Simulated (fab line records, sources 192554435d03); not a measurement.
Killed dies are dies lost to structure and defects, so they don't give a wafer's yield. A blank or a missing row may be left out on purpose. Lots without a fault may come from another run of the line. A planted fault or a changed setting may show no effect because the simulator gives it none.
Which tool did it? | flow n5_finfet | 12 lots, 36 wafers sampled, at 1 step of a route of 1938

WHAT THE GAUGES READ, wafer by wafer
N5_BEOL_M2_CD_MEAS_11: target cd 16.79 nm.
lot  | measured     | on        | cd_nm (nm)
L075 | day 7 02:08  | cd_sem-02 | 16.63 17.44 16.98
L077 | day 7 18:57  | cd_sem-01 | 16.83 16.91 17.00
L079 | day 7 22:55  | cd_sem-03 | 17.05 17.05 17.15
L081 | day 8 10:26  | cd_sem-01 | 16.71 16.85 16.90
L083 | day 9 02:58  | cd_sem-02 | 16.84 17.04 17.13
L085 | day 9 06:40  | cd_sem-01 | 17.00 17.26 16.90
L087 | day 10 05:05 | cd_sem-01 | 16.93 16.78 16.88
L088 | day 10 17:38 | cd_sem-03 | 16.66 16.42 16.39
L090 | day 11 05:10 | cd_sem-01 | 17.22 17.31 16.77
L093 | day 11 13:30 | cd_sem-02 | 17.19 16.94 17.12
L095 | day 12 01:05 | cd_sem-01 | 16.63 16.88 16.51
L097 | day 12 14:32 | cd_sem-03 | 16.85 17.20 16.87

WHICH TOOL RAN EACH LOT (tool, then ch and the chambers of the sampled wafers, then the start)
The record holds no process step before these readings.

THE ANSWER, worked out from the rows above alone
Rule: what is usual is taken from the lots themselves. Put in order of their means at a reading, lots are off if they are a third of the lots or fewer, leave a main group of 4 or more, and stand apart from it by a gap of 3 or more times the standard deviation of the main group's means; of several such gaps the widest counts. A main group whose means are all the same, to the digits that the tables above print for the reading, isn't used. A lot without any number at a reading at which 4 lots or more have one is off too. The other lots that the step has rows for count as sound.
No lot is off at any reading shown: from this, nothing can be told.

WHAT THE SIMULATOR HAD PUT IN
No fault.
